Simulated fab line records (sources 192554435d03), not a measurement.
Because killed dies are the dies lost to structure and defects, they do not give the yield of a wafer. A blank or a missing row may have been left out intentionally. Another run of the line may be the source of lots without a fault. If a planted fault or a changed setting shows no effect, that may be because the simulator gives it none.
fab line records -- flow n5_finfet
record lots=7, wafers=39
route steps=1938 shown BEOL_M3@950 BEOL_M6@1194 BEOL_M8@1350 BEOL_M9@1419 BEOL_M12@1649
start_h: start of the lot's first displayed wafer, in hours after the record's first day -- wait_h: how many hours have passed since the lot's step before this one -- " unchanged from the row above -- L1.1+2: a row that stands for several wafers -- - no value present, or no start provided -- * or withheld: withheld -- < > ~ a bound
route shown NAME@n: a module of which the file shows steps, and the number in the route of the first -- usual: mean/standard deviation taken from wafers without a fault -- same: alike in all rows -- chamber/n: place in a boat -- sites: readings site by site -- _std_site: their standard deviation -- _edge_site: mean of outer sites minus mean of inner sites -- radius_mm: how far each site lies from the wafer's centre -- mask NAME#n: copy n -- behind: the tool/chamber that last shaped the wafer -- hold: what put the lot on hold/how long, in hours/how the hold closed -- device: the n, p or np transistor that did not switch -- end of line: tests run on the same wafers once the route is complete -- a step with no rows: only its recipe -- killed: the dies lost at the first sort to structure and to defects; this is not the yield of the wafer -- map: dies across one wafer; x = killed, . = not, _ = none there
set.NAME: the setting as run; set.NAME@STEP: as run at that earlier step -- model.NAME: the simulator's own value behind a step, which no gauge read
one table per step and one row per wafer, for lots whose settings were changed on purpose
## steps
# step N5_BEOL_M3_ETCH_64
# recipe chemistry=N2/H2, target=SOC, target_depth_a=750, overetch_a=150, mask_material=SiARC, temp_c=40, time_s=112.5, ion_energy_ev=200, pressure_mtorr=30, source_w=840, bias_w=150, n2_flow_sccm=200, h2_flow_sccm=200
lot.wafer,tool,chamber,start_h,wait_h,set.time_s,model.SiARC_of_BEOL_M3_COAT_62.thk_nm
L076.1,rie_diel-04,0,159.58,0.0,170.2,4
L076.2+6,rie_diel-04,3,159.58,0.0,112.5,6.6
L076.3,rie_diel-04,1,159.58,0.0,112.5,6.8
L076.4,rie_diel-04,2,159.58,0.0,170.2,4.4
L076.5,rie_diel-04,0,159.58,0.0,170.2,4.2
L081.1+4+5,rie_diel-02,"2,3,2",186.44,0.0,112.5,7
L081.2,rie_diel-02,3,186.44,0.0,90.72,8
L081.3+6,rie_diel-02,1,186.44,0.0,90.72,7.8
L082.3,rie_diel-01,1,194.83,0.0,112.5,7.2
L082.4+5,rie_diel-01,0,194.83,0.0,112.5,6.4
L083.1,rie_diel-01,2,203.69,0.0,112.5,6.6
L083.2+3,rie_diel-01,"1,3",203.69,0.0,112.5,7.2
L083.4+6,rie_diel-01,0,203.69,0.0,84.25,7.8
L083.5,rie_diel-01,3,203.69,0.0,84.25,8.4
L084.1,rie_diel-02,3,209.54,0.0,112.5,7
L084.2,rie_diel-02,1,209.54,0.0,112.5,6.8
L084.3,rie_diel-02,2,209.54,0.0,161.4,4.6
L084.4,rie_diel-02,0,209.54,0.0,161.4,5.2
L084.5,rie_diel-02,0,209.54,0.0,112.5,7.2
L084.6,rie_diel-02,3,209.54,0.0,161.4,4.8
L090.1,rie_diel-02,1,248.31,0.0,112.5,6.8
L090.2,rie_diel-02,0,248.31,0.0,112.5,7.2
L090.3,rie_diel-02,3,248.31,0.0,112.5,7
L090.4+5,rie_diel-02,"2,1",248.31,0.0,55.69,9.4
L090.6,rie_diel-02,0,248.31,0.0,55.69,9.6
L091.1,rie_diel-02,0,249.20,0.0,179.9,4.4
L091.2+5,rie_diel-02,2,249.20,0.0,112.5,6.8
L091.3,rie_diel-02,3,249.20,0.0,112.5,7
L091.4+6,rie_diel-02,1,249.20,0.0,179.9,3.6
# step N5_BEOL_M3_STRIP_65
# recipe chemistry=N2/H2, temp_c=40, n2_flow_sccm=200, h2_flow_sccm=200, rf_frequency_hz=6e+07
# step N5_BEOL_M3_STRIP_75
# recipe chemistry=N2/H2, temp_c=40, n2_flow_sccm=200, h2_flow_sccm=200, rf_frequency_hz=6e+07
# step N5_BEOL_M3_STRIP_66
# recipe chemistry=CF4, resist=SiARC, power_w=300, bias_power_w=75, pressure_mtorr=50, cf4_flow_sccm=150, rf_frequency_hz=6e+07
# step N5_BEOL_M3_HM_OPEN_17
# recipe chemistry=Cl2/BCl3, target_depth_a=200, overetch_a=60, target=TiN, mask_material=SOC, ion_energy_ev=150, pressure_mtorr=10, icp_w=1000, bias_w=126, Cl2_flow_sccm=53.25, bcl3_flow_sccm=21.75, Ar_flow_sccm=25
lot.wafer,tool,chamber,start_h,wait_h,set.time_s@BEOL_M3_ETCH_64,model.etch.depth_nm
L076.1,rie_metal-01,1,159.75,0.0,170.2,14.7
L076.2,rie_metal-01,0,159.75,0.0,112.5,20.61
L076.3,rie_metal-01,1,159.75,0.0,112.5,20.37
L076.4,rie_metal-01,0,159.75,0.0,170.2,14.77
L076.5,rie_metal-01,1,159.75,0.0,170.2,15.06
L076.6,rie_metal-01,0,159.75,0.0,112.5,20.53
L081.1,rie_metal-02,0,186.61,0.0,112.5,20
L081.2,rie_metal-02,1,186.61,0.0,90.72,20.2
L081.3,rie_metal-02,1,186.61,0.0,90.72,20.52
L081.4,rie_metal-02,0,186.61,0.0,112.5,20.18
L081.5,rie_metal-02,1,186.61,0.0,112.5,19.81
L081.6,rie_metal-02,0,186.61,0.0,90.72,20.3
L082.3,rie_metal-03,0,195.03,0.1,112.5,20.02
L082.4,rie_metal-03,1,195.03,0.1,112.5,19.6
L082.5,rie_metal-03,1,195.03,0.1,112.5,20.2
L083.1,rie_metal-02,1,203.86,0.0,112.5,20.08
L083.2,rie_metal-02,0,203.86,0.0,112.5,19.84
L083.3,rie_metal-02,0,203.86,0.0,112.5,19.93
L083.4,rie_metal-02,1,203.86,0.0,84.25,20.41
L083.5,rie_metal-02,1,203.86,0.0,84.25,20.16
L083.6,rie_metal-02,0,203.86,0.0,84.25,19.92
L084.1,rie_metal-03,0,209.71,0.0,112.5,20.66
L084.2,rie_metal-03,1,209.71,0.0,112.5,20.04
L084.3,rie_metal-03,0,209.71,0.0,161.4,15.4
L084.4,rie_metal-03,1,209.71,0.0,161.4,15.19
L084.5,rie_metal-03,1,209.71,0.0,112.5,20.47
L084.6,rie_metal-03,0,209.71,0.0,161.4,15.29
L090.1,rie_metal-01,1,248.48,0.0,112.5,19.9
L090.2,rie_metal-01,0,248.48,0.0,112.5,19.96
L090.3,rie_metal-01,0,248.48,0.0,112.5,19.51
L090.4,rie_metal-01,1,248.48,0.0,55.69,20.34
L090.5,rie_metal-01,1,248.48,0.0,55.69,19.93
L090.6,rie_metal-01,0,248.48,0.0,55.69,19.96
L091.1,rie_metal-02,1,249.37,0.0,179.9,13.64
L091.2,rie_metal-02,0,249.37,0.0,112.5,20.35
L091.3,rie_metal-02,1,249.37,0.0,112.5,20
L091.4,rie_metal-02,0,249.37,0.0,179.9,13.47
L091.5,rie_metal-02,1,249.37,0.0,112.5,20.04
L091.6,rie_metal-02,0,249.37,0.0,179.9,13.16
# step N5_BEOL_M3_STRIP_19
# recipe chemistry=O2, power_w=400, temp_c=40, pressure_mtorr=30, rf_frequency_hz=6e+07, bias_power_w=0, overash_fraction=0.2, o2_flow_sccm=225
# step N5_BEOL_M3_PRECLEAN_42
# recipe chemistry=residue_remover, time_s=60, temp_c=40
# step N5_BEOL_M3_SRD_43
# recipe time_s=30, temp_c=23, rinse_liquid=diw, dry=ipa_marangoni
# step N5_BEOL_M3_CD_MEAS_35
# recipe target_cd_nm=18, target_cd_y_nm=21, polarity=opening
# usual cd_nm=18.0/0.41
lot.wafer,tool,chamber,start_h,wait_h,set.time_s@BEOL_M3_ETCH_64,cd_nm
L076.1,cd_sem-03,-,161.83,0.0,170.2,19.6
L076.2,cd_sem-03,-,161.83,0.0,112.5,18.4
L076.3,cd_sem-03,-,161.83,0.0,112.5,18.3
L076.4,cd_sem-03,-,161.83,0.0,170.2,19.1
L076.5,cd_sem-03,-,161.83,0.0,170.2,19.4
L076.6,cd_sem-03,-,161.83,0.0,112.5,18.2
L081.1,cd_sem-03,-,190.86,0.0,112.5,18.2
L081.2,cd_sem-03,-,190.86,0.0,90.72,17.2
L081.3,cd_sem-03,-,190.86,0.0,90.72,17.1
L081.4,cd_sem-03,-,190.86,0.0,112.5,18.6
L081.5,cd_sem-03,-,190.86,0.0,112.5,18.4
L081.6,cd_sem-03,-,190.86,0.0,90.72,16.5
L082.3,cd_sem-02,-,198.44,0.0,112.5,18.6
L082.4,cd_sem-02,-,198.44,0.0,112.5,18.3
L082.5,cd_sem-02,-,198.44,0.0,112.5,18.2
L083.1,cd_sem-02,-,210.24,0.0,112.5,17.9
L083.2,cd_sem-02,-,210.24,0.0,112.5,18.1
L083.3,cd_sem-02,-,210.24,0.0,112.5,17.9
L083.4,cd_sem-02,-,210.24,0.0,84.25,17.9
L083.5,cd_sem-02,-,210.24,0.0,84.25,17.2
L083.6,cd_sem-02,-,210.24,0.0,84.25,17.8
L084.1,cd_sem-02,-,217.81,0.0,112.5,18.1
L084.2,cd_sem-02,-,217.81,0.0,112.5,18.3
L084.3,cd_sem-02,-,217.81,0.0,161.4,19.8
L084.4,cd_sem-02,-,217.81,0.0,161.4,18.8
L084.5,cd_sem-02,-,217.81,0.0,112.5,17.8
L084.6,cd_sem-02,-,217.81,0.0,161.4,19.6
L091.1,cd_sem-03,-,253.72,0.0,179.9,19.7
L091.2,cd_sem-03,-,253.72,0.0,112.5,18.3
L091.3,cd_sem-03,-,253.72,0.0,112.5,17.6
L091.4,cd_sem-03,-,253.72,0.0,179.9,19.7
L091.5,cd_sem-03,-,253.72,0.0,112.5,18.0
L091.6,cd_sem-03,-,253.72,0.0,179.9,19.5
L090.1,cd_sem-02,-,253.95,0.0,112.5,17.8
L090.2,cd_sem-02,-,253.95,0.0,112.5,17.9
L090.3,cd_sem-02,-,253.95,0.0,112.5,17.4
L090.4,cd_sem-02,-,253.95,0.0,55.69,-
L090.5,cd_sem-02,-,253.95,0.0,55.69,-
L090.6,cd_sem-02,-,253.95,0.0,55.69,-
# step N5_BEOL_M6_ILD_DEP_00
# recipe material=SiCOH_lowk, target_thk_a=1797.5, temp_c=300, precursor=DEMS/porogen, pressure_torr=5, rf_w=500, time_s=33.4
lot.wafer,tool,chamber,start_h,wait_h,set.time_s,model.SiCOH_lowk_of_BEOL_M6_ILD_DEP_00.thk_nm
L076.1,pecvd-02,1,191.74,0.0,19.47,108.6
L076.2,pecvd-02,2,191.74,0.0,19.47,106.2
L076.3,pecvd-02,0,191.74,0.0,33.4,180
L076.4,pecvd-02,1,191.74,0.0,33.4,185.6
L076.5,pecvd-02,0,191.74,0.0,19.47,106.8
L076.6,pecvd-02,2,191.74,0.0,33.4,182
L081.1,pecvd-02,1,218.71,0.0,33.4,180.2
L081.2,pecvd-02,0,218.71,0.0,45.19,239.6
L081.3,pecvd-02,2,218.71,0.0,33.4,180.6
L081.4,pecvd-02,2,218.71,0.0,33.4,181.6
L081.5,pecvd-02,1,218.71,0.0,45.19,245.8
L081.6,pecvd-02,0,218.71,0.0,45.19,241.6
L082.3,pecvd-04,1,230.54,0.0,33.4,180.4
L082.4,pecvd-04,1,230.54,0.0,33.4,182.8
L082.5,pecvd-04,0,230.54,0.0,33.4,187
L083.1,pecvd-04,1,237.64,0.0,16.81,94
L083.2,pecvd-04,0,237.64,0.0,33.4,182.2
L083.3,pecvd-04,2,237.64,0.0,33.4,183.8
L083.4,pecvd-04,2,237.64,0.0,16.81,96.8
L083.5,pecvd-04,1,237.64,0.0,33.4,182.8
L083.6,pecvd-04,0,237.64,0.0,16.81,97.8
L084.1,pecvd-02,0,245.75,0.0,17.18,90.4
L084.2,pecvd-02,1,245.75,0.0,33.4,177.4
L084.3,pecvd-02,2,245.75,0.0,17.18,92.8
L084.4,pecvd-02,2,245.75,0.0,33.4,179.8
L084.5,pecvd-02,1,245.75,0.0,17.18,95.4
L084.6,pecvd-02,0,245.75,0.0,33.4,177.8
L091.1,pecvd-04,1,279.55,0.0,16.21,91.4
L091.2,pecvd-04,0,279.55,0.0,16.21,88.8
L091.3,pecvd-04,2,279.55,0.0,33.4,179.2
L091.4,pecvd-04,2,279.55,0.0,33.4,184.4
L091.5,pecvd-04,1,279.55,0.0,16.21,91.6
L091.6,pecvd-04,0,279.55,0.0,33.4,181.4
L090.1,pecvd-04,0,286.80,0.0,33.4,178
L090.2,pecvd-04,1,286.80,0.0,33.4,179.4
L090.3,pecvd-04,2,286.80,0.0,45.87,245.6
L090.4,pecvd-04,1,286.80,0.0,45.87,247.8
L090.5,pecvd-04,0,286.80,0.0,33.4,181.8
L090.6,pecvd-04,2,286.80,0.0,45.87,249.8
# step N5_BEOL_M6_CURE_74
# recipe temp_c=385, time_s=240, ambient=He/Ar, material=SiCOH_lowk
lot.wafer,tool,chamber,start_h,wait_h,set.time_s@BEOL_M6_ILD_DEP_00,model.SiCOH_lowk_of_BEOL_M6_ILD_DEP_00.thk_nm
L076.1,uv_cure-03,1,191.95,0.2,19.47,93.4
L076.2,uv_cure-03,1,191.95,0.2,19.47,91.2
L076.3,uv_cure-03,1,191.95,0.2,33.4,155.2
L076.4,uv_cure-03,1,191.95,0.2,33.4,160
L076.5,uv_cure-03,1,191.95,0.2,19.47,91.8
L076.6,uv_cure-03,1,191.95,0.2,33.4,156.8
L081.1,uv_cure-01,0,218.77,0.0,33.4,155.4
L081.2,uv_cure-01,0,218.77,0.0,45.19,207.4
L081.3,uv_cure-01,0,218.77,0.0,33.4,155.8
L081.4,uv_cure-01,0,218.77,0.0,33.4,156.6
L081.5,uv_cure-01,0,218.77,0.0,45.19,212.6
L081.6,uv_cure-01,0,218.77,0.0,45.19,209
L082.3,uv_cure-03,0,230.77,0.2,33.4,155.6
L082.4,uv_cure-03,0,230.77,0.2,33.4,157.6
L082.5,uv_cure-03,0,230.77,0.2,33.4,161.4
L083.1,uv_cure-02,0,237.92,0.3,16.81,80.6
L083.2,uv_cure-02,0,237.92,0.3,33.4,157.2
L083.3,uv_cure-02,0,237.92,0.3,33.4,158.6
L083.4,uv_cure-02,0,237.92,0.3,16.81,83.2
L083.5,uv_cure-02,0,237.92,0.3,33.4,157.8
L083.6,uv_cure-02,0,237.92,0.3,16.81,83.8
L084.1,uv_cure-03,1,245.81,0.0,17.18,77.6
L084.2,uv_cure-03,1,245.81,0.0,33.4,153
L084.3,uv_cure-03,1,245.81,0.0,17.18,79.6
L084.4,uv_cure-03,1,245.81,0.0,33.4,155
L084.5,uv_cure-03,1,245.81,0.0,17.18,81.8
L084.6,uv_cure-03,1,245.81,0.0,33.4,153.2
L091.1,uv_cure-02,1,279.61,0.0,16.21,78.4
L091.2,uv_cure-02,1,279.61,0.0,16.21,76.2
L091.3,uv_cure-02,1,279.61,0.0,33.4,154.6
L091.4,uv_cure-02,1,279.61,0.0,33.4,159
L091.5,uv_cure-02,1,279.61,0.0,16.21,78.6
L091.6,uv_cure-02,1,279.61,0.0,33.4,156.4
L090.1,uv_cure-02,1,286.86,0.0,33.4,153.4
L090.2,uv_cure-02,1,286.86,0.0,33.4,154.8
L090.3,uv_cure-02,1,286.86,0.0,45.87,212.6
L090.4,uv_cure-02,1,286.86,0.0,45.87,214.4
L090.5,uv_cure-02,1,286.86,0.0,33.4,156.8
L090.6,uv_cure-02,1,286.86,0.0,45.87,216.4
# step N5_BEOL_M6_THK_MEAS_01
# recipe reads=SiCOH_lowk_of_BEOL_M6_ILD_DEP_00
# usual M6_ILD_THK=155.7/2.2
lot.wafer,tool,chamber,start_h,wait_h,set.time_s@BEOL_M6_ILD_DEP_00,M6_ILD_THK[nm]
L076.1,film_metro-02,-,192.94,0.8,19.47,93.4
L076.2,film_metro-02,-,192.94,0.8,19.47,91.1
L076.3,film_metro-02,-,192.94,0.8,33.4,155.3
L076.4,film_metro-02,-,192.94,0.8,33.4,160.0
L076.5,film_metro-02,-,192.94,0.8,19.47,91.7
L076.6,film_metro-02,-,192.94,0.8,33.4,156.9
L081.1,film_metro-01,-,219.76,0.8,33.4,155.4
L081.2,film_metro-01,-,219.76,0.8,45.19,207.3
L081.3,film_metro-01,-,219.76,0.8,33.4,155.7
L081.4,film_metro-01,-,219.76,0.8,33.4,156.8
L081.5,film_metro-01,-,219.76,0.8,45.19,212.6
L081.6,film_metro-01,-,219.76,0.8,45.19,209.2
L082.3,film_metro-01,-,231.13,0.3,33.4,155.6
L082.4,film_metro-01,-,231.13,0.3,33.4,157.6
L082.5,film_metro-01,-,231.13,0.3,33.4,161.3
L083.1,film_metro-01,-,238.43,0.4,16.81,80.7
L083.2,film_metro-01,-,238.43,0.4,33.4,157.0
L083.3,film_metro-01,-,238.43,0.4,33.4,158.5
L083.4,film_metro-01,-,238.43,0.4,16.81,83.1
L083.5,film_metro-01,-,238.43,0.4,33.4,157.7
L083.6,film_metro-01,-,238.43,0.4,16.81,83.9
L084.1,film_metro-01,-,246.33,0.4,17.18,77.6
L084.2,film_metro-01,-,246.33,0.4,33.4,153.1
L084.3,film_metro-01,-,246.33,0.4,17.18,79.5
L084.4,film_metro-01,-,246.33,0.4,33.4,154.9
L084.5,film_metro-01,-,246.33,0.4,17.18,81.9
L084.6,film_metro-01,-,246.33,0.4,33.4,153.3
L091.1,film_metro-02,-,280.13,0.4,16.21,78.3
L091.2,film_metro-02,-,280.13,0.4,16.21,76.1
L091.3,film_metro-02,-,280.13,0.4,33.4,154.6
L091.4,film_metro-02,-,280.13,0.4,33.4,158.9
L091.5,film_metro-02,-,280.13,0.4,16.21,78.5
L091.6,film_metro-02,-,280.13,0.4,33.4,156.4
L090.1,film_metro-01,-,287.37,0.4,33.4,153.6
L090.2,film_metro-01,-,287.37,0.4,33.4,154.8
L090.3,film_metro-01,-,287.37,0.4,45.87,212.6
L090.4,film_metro-01,-,287.37,0.4,45.87,214.5
L090.5,film_metro-01,-,287.37,0.4,33.4,156.8
L090.6,film_metro-01,-,287.37,0.4,45.87,216.3
# step N5_BEOL_M8_ETCH_62
# recipe chemistry=N2/H2, target=SOC, target_depth_a=1100, overetch_a=220, mask_material=SiARC, temp_c=40, time_s=165, ion_energy_ev=200, pressure_mtorr=30, source_w=840, bias_w=150, n2_flow_sccm=200, h2_flow_sccm=200
lot.wafer,tool,chamber,start_h,wait_h,set.time_s,model.etch.depth_nm,model.SiARC_of_BEOL_M8_COAT_60.thk_nm
L076.1,rie_diel-05,3,211.31,0.0,165,99.83,29
L076.2,rie_diel-05,0,211.31,0.0,118.3,95.51,30.2
L076.3,rie_diel-05,1,211.31,0.0,165,100.1,28.2
L076.4,rie_diel-05,2,211.31,0.0,118.3,96.31,30.4
L076.5,rie_diel-05,1,211.31,0.0,165,100.4,28.2
L076.6,rie_diel-05,0,211.31,0.0,118.3,95.64,30
L081.1,rie_diel-03,1,236.04,0.0,165,99.62,28.4
L081.2,rie_diel-03,0,236.04,0.0,165,99.62,28.6
L081.3,rie_diel-03,3,236.04,0.0,165,99.68,28.4
L081.4,rie_diel-03,2,236.04,0.0,165,99.7,28.2
L081.5,rie_diel-03,1,236.04,0.0,165,99.71,28.4
L081.6,rie_diel-03,0,236.04,0.0,165,99.79,28.6
L082.3,rie_diel-05,1,248.36,0.0,165,99.53,28.2
L082.4,rie_diel-05,2,248.36,0.0,165,99.43,28.2
L082.5,rie_diel-05,0,248.36,0.0,165,99.51,28
L083.1,rie_diel-06,0,254.51,0.0,165,99.84,28
L083.2,rie_diel-06,2,254.51,0.0,165,99.33,28.4
L083.3,rie_diel-06,3,254.51,0.0,217.5,99.81,26.6
L083.4,rie_diel-06,3,254.51,0.0,217.5,99.55,26.6
L083.5,rie_diel-06,0,254.51,0.0,165,99.49,28.2
L083.6,rie_diel-06,2,254.51,0.0,217.5,99.55,26.4
L084.1,rie_diel-06,2,264.67,0.0,165,99.99,28.4
L084.2,rie_diel-06,1,264.67,0.0,165,99.87,28.8
L084.3,rie_diel-06,3,264.67,0.0,165,99.9,28.8
L084.4,rie_diel-06,0,264.67,0.0,165,99.92,28.4
L084.5,rie_diel-06,1,264.67,0.0,165,99.95,28.6
L084.6,rie_diel-06,2,264.67,0.0,165,99.76,28.6
L091.1,rie_diel-03,1,296.06,0.0,165,100,28.2
L091.2,rie_diel-03,2,296.06,0.0,165,99.7,28.2
L091.3,rie_diel-03,3,296.06,0.0,165,99.81,28.8
L091.4,rie_diel-03,0,296.06,0.0,165,99.73,28.8
L091.5,rie_diel-03,0,296.06,0.0,165,99.77,28.6
L091.6,rie_diel-03,1,296.06,0.0,165,99.41,28.2
L090.1,rie_diel-06,2,308.95,0.0,95.77,76.35,31.2
L090.2,rie_diel-06,1,308.95,0.0,165,99.82,28.6
L090.3,rie_diel-06,0,308.95,0.0,95.77,79.46,31
L090.4,rie_diel-06,1,308.95,0.0,95.77,72.54,31.2
L090.5,rie_diel-06,0,308.95,0.0,165,99.99,28
L090.6,rie_diel-06,2,308.95,0.0,165,100.1,28.4
# step N5_BEOL_M9_ETCH_62
# recipe chemistry=N2/H2, target=SOC, target_depth_a=1100, overetch_a=220, mask_material=SiARC, temp_c=40, time_s=165, ion_energy_ev=200, pressure_mtorr=30, source_w=840, bias_w=150, n2_flow_sccm=200, h2_flow_sccm=200
lot.wafer,tool,chamber,start_h,wait_h,set.time_s,model.SiARC_of_BEOL_M9_COAT_60.thk_nm
L076.1,rie_diel-04,3,218.45,0.0,165,23.4
L076.2,rie_diel-04,1,218.45,0.0,227.6,21
L076.3,rie_diel-04,0,218.45,0.0,165,23.6
L076.4,rie_diel-04,2,218.45,0.0,165,24
L076.5,rie_diel-04,2,218.45,0.0,227.6,21.6
L076.6,rie_diel-04,3,218.45,0.0,227.6,20.8
L081.1,rie_diel-02,3,245.01,0.0,260.1,20
L081.2+6,rie_diel-02,"1,2",245.01,0.0,260.1,19.6
L081.3,rie_diel-02,0,245.01,0.0,165,24
L081.4+5,rie_diel-02,"2,1",245.01,0.0,165,23.4
L082.3+5,rie_diel-04,"1,3",257.41,0.0,165,23.4
L082.4,rie_diel-04,2,257.41,0.0,165,23.8
L083.1,rie_diel-01,1,261.93,0.0,192.2,23.2
L083.2,rie_diel-01,2,261.93,0.0,192.2,22.4
L083.3+6,rie_diel-01,"3,1",261.93,0.0,165,24.2
L083.4,rie_diel-01,0,261.93,0.0,192.2,22.2
L083.5,rie_diel-01,2,261.93,0.0,165,23.6
L084.1+2+5,rie_diel-04,"1,3,3",273.50,0.0,165,23.4
L084.3,rie_diel-04,0,273.50,0.0,165,23.6
L084.4+6,rie_diel-04,2,273.50,0.0,165,23.8
L091.1+6,rie_diel-02,"2,3",303.83,0.0,165,23.6
L091.2+5,rie_diel-02,0,303.83,0.0,165,24.2
L091.3,rie_diel-02,1,303.83,0.0,165,23.4
L091.4,rie_diel-02,3,303.83,0.0,165,23.8
L090.1,rie_diel-04,0,318.81,0.0,231,21
L090.2,rie_diel-04,3,318.81,0.0,165,23.4
L090.3,rie_diel-04,2,318.81,0.0,165,24
L090.4+5,rie_diel-04,1,318.81,0.0,231,20.8
L090.6,rie_diel-04,2,318.81,0.0,165,23.8
# step N5_BEOL_M9_STRIP_68
# recipe chemistry=N2/H2, temp_c=40, n2_flow_sccm=200, h2_flow_sccm=200, rf_frequency_hz=6e+07
# step N5_BEOL_M9_STRIP_67
# recipe chemistry=CF4, resist=SiARC, power_w=300, bias_power_w=75, pressure_mtorr=50, cf4_flow_sccm=150, rf_frequency_hz=6e+07
# step N5_BEOL_M9_HM_OPEN_17
# recipe chemistry=Cl2/BCl3, target_depth_a=200, overetch_a=60, target=TiN, mask_material=SOC, ion_energy_ev=150, pressure_mtorr=10, icp_w=1000, bias_w=126, Cl2_flow_sccm=53.25, bcl3_flow_sccm=21.75, Ar_flow_sccm=25
# usual oes_product_au=0.66/0.033
lot.wafer,tool,chamber,start_h,wait_h,set.time_s@BEOL_M9_ETCH_62,oes_product_au,model.etch.depth_nm
L076.1,rie_metal-02,0,218.63,0.0,165,0.75,20.16
L076.2,rie_metal-02,1,218.63,0.0,227.6,0.54,13.27
L076.3,rie_metal-02,0,218.63,0.0,165,0.73,19.78
L076.4,rie_metal-02,1,218.63,0.0,165,0.67,19.78
L076.5,rie_metal-02,0,218.63,0.0,227.6,0.61,13.8
L076.6,rie_metal-02,1,218.63,0.0,227.6,0.55,13.44
L081.1,rie_metal-01,1,245.19,0.0,260.1,0.44,10.72
L081.2,rie_metal-01,0,245.19,0.0,260.1,0.50,11.04
L081.3,rie_metal-01,0,245.19,0.0,165,0.65,19.42
L081.4,rie_metal-01,1,245.19,0.0,165,0.60,19.6
L081.5,rie_metal-01,1,245.19,0.0,165,0.61,20.11
L081.6,rie_metal-01,0,245.19,0.0,260.1,0.48,10.17
L082.3,rie_metal-03,0,257.63,0.1,165,0.64,19.71
L082.4,rie_metal-03,1,257.63,0.1,165,0.67,20.13
L082.5,rie_metal-03,1,257.63,0.1,165,0.67,19.89
L083.1,rie_metal-03,0,262.12,0.0,192.2,0.59,17.03
L083.2,rie_metal-03,1,262.12,0.0,192.2,0.63,17.46
L083.3,rie_metal-03,0,262.12,0.0,165,0.63,19.67
L083.4,rie_metal-03,1,262.12,0.0,192.2,0.61,16.68
L083.5,rie_metal-03,0,262.12,0.0,165,0.63,19.72
L083.6,rie_metal-03,1,262.12,0.0,165,0.66,19.44
L084.1,rie_metal-01,1,273.68,0.0,165,0.60,19.7
L084.2,rie_metal-01,0,273.68,0.0,165,0.66,19.74
L084.3,rie_metal-01,0,273.68,0.0,165,0.65,19.6
L084.4,rie_metal-01,1,273.68,0.0,165,0.61,20.08
L084.5,rie_metal-01,0,273.68,0.0,165,0.65,19.6
L084.6,rie_metal-01,1,273.68,0.0,165,0.60,19.77
L091.1,rie_metal-03,1,304.02,0.0,165,0.65,19.66
L091.2,rie_metal-03,0,304.02,0.0,165,0.63,19.84
L091.3,rie_metal-03,1,304.02,0.0,165,0.66,20.02
L091.4,rie_metal-03,0,304.02,0.0,165,0.64,20.51
L091.5,rie_metal-03,0,304.02,0.0,165,0.63,19.98
L091.6,rie_metal-03,1,304.02,0.0,165,0.66,20.53
L090.1,rie_metal-03,0,318.99,0.0,231,0.53,14.63
L090.2,rie_metal-03,1,318.99,0.0,165,0.66,19.97
L090.3,rie_metal-03,0,318.99,0.0,165,0.63,20.24
L090.4,rie_metal-03,1,318.99,0.0,231,0.54,13.64
L090.5,rie_metal-03,1,318.99,0.0,231,0.54,13.5
L090.6,rie_metal-03,0,318.99,0.0,165,0.64,20.65
# step N5_BEOL_M12_SPUTTER_44
# recipe material=Ta, target_thk_a=100, temp_c=50, bias_v=80, power_w=15000, chamber_pressure_pa=0.07, time_s=16.13
lot.wafer,tool,chamber,start_h,wait_h,set.time_s,model.Ta_of_BEOL_M12_SPUTTER_44.thk_nm
L076.1,pvd_sputter-02,-,245.14,0.0,16.13,10.4
L076.2+5,pvd_sputter-02,-,245.14,0.0,18.63,11.8
L076.3+6,pvd_sputter-02,-,245.14,0.0,16.13,10
L076.4,pvd_sputter-02,-,245.14,0.0,18.63,11.4
L081.1+4,pvd_sputter-01,-,273.85,0.0,16.13,9.8
L081.2+5,pvd_sputter-01,-,273.85,0.0,9.57,5.8
L081.3,pvd_sputter-01,-,273.85,0.0,9.57,5.6
L081.6,pvd_sputter-01,-,273.85,0.0,16.13,9.6
L082.3+4+5,pvd_sputter-02,-,278.94,0.0,16.13,9.6
L083.1+3+6,pvd_sputter-01,-,295.48,0.0,22.07,13.6
L083.2+5,pvd_sputter-01,-,295.48,0.0,16.13,9.8
L083.4,pvd_sputter-01,-,295.48,0.0,16.13,10
L084.1+5,pvd_sputter-02,-,298.80,0.0,8.671,5.2
L084.2,pvd_sputter-02,-,298.80,0.0,16.13,10.2
L084.3,pvd_sputter-02,-,298.80,0.0,16.13,10
L084.4,pvd_sputter-02,-,298.80,0.0,8.671,5
L084.6,pvd_sputter-02,-,298.80,0.0,16.13,9.8
L091.1+4+6,pvd_sputter-02,-,330.33,0.0,16.13,10
L091.2+3,pvd_sputter-02,-,330.33,0.0,16.13,9.8
L091.5,pvd_sputter-02,-,330.33,0.0,16.13,9.6
L090.1+5,pvd_sputter-03,-,342.58,0.0,16.13,10
L090.2,pvd_sputter-03,-,342.58,0.0,16.13,9.8
L090.3,pvd_sputter-03,-,342.58,0.0,16.13,10.2
L090.4+6,pvd_sputter-03,-,342.58,0.0,16.13,10.4
## key
split step=N5_BEOL_M3_ETCH_64, setting=time_s, stated=112.5, by=wafer
response step=N5_BEOL_M3_ETCH_64, reading=model.SiARC_of_BEOL_M3_COAT_62.thk_nm, change=-0.0485, per=1%, r=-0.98
response step=N5_BEOL_M3_HM_OPEN_17, reading=model.etch.depth_nm, shape=bent, at_lowest=20.08, at_stated=20.1, at_highest=13.42
response step=N5_BEOL_M3_CD_MEAS_35, reading=cd_nm, change=+0.0273, per=1%, r=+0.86
split step=N5_BEOL_M6_ILD_DEP_00, setting=time_s, stated=33.4, by=wafer
response step=N5_BEOL_M6_ILD_DEP_00, reading=model.SiCOH_lowk_of_BEOL_M6_ILD_DEP_00.thk_nm, change=+1.77, per=1%, r=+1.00
response step=N5_BEOL_M6_CURE_74, reading=model.SiCOH_lowk_of_BEOL_M6_ILD_DEP_00.thk_nm, change=+1.54, per=1%, r=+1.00
response step=N5_BEOL_M6_THK_MEAS_01, reading=M6_ILD_THK, change=+1.54, per=1%, r=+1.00
split step=N5_BEOL_M8_ETCH_62, setting=time_s, stated=165, by=wafer
response step=N5_BEOL_M8_ETCH_62, reading=model.etch.depth_nm, shape=bent, at_lowest=76.12, at_stated=99.78, at_highest=99.63
response step=N5_BEOL_M8_ETCH_62, reading=model.SiARC_of_BEOL_M8_COAT_60.thk_nm, change=-0.0614, per=1%, r=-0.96
split step=N5_BEOL_M9_ETCH_62, setting=time_s, stated=165, by=wafer
response step=N5_BEOL_M9_ETCH_62, reading=model.SiARC_of_BEOL_M9_COAT_60.thk_nm, change=-0.0689, per=1%, r=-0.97
response step=N5_BEOL_M9_HM_OPEN_17, reading=oes_product_au, change=-0.00283, per=1%, r=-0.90
response step=N5_BEOL_M9_HM_OPEN_17, reading=model.etch.depth_nm, change=-0.16, per=1%, r=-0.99
split step=N5_BEOL_M12_SPUTTER_44, setting=time_s, stated=16.13, by=wafer
response step=N5_BEOL_M12_SPUTTER_44, reading=model.Ta_of_BEOL_M12_SPUTTER_44.thk_nm, change=+0.102, per=1%, r=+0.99
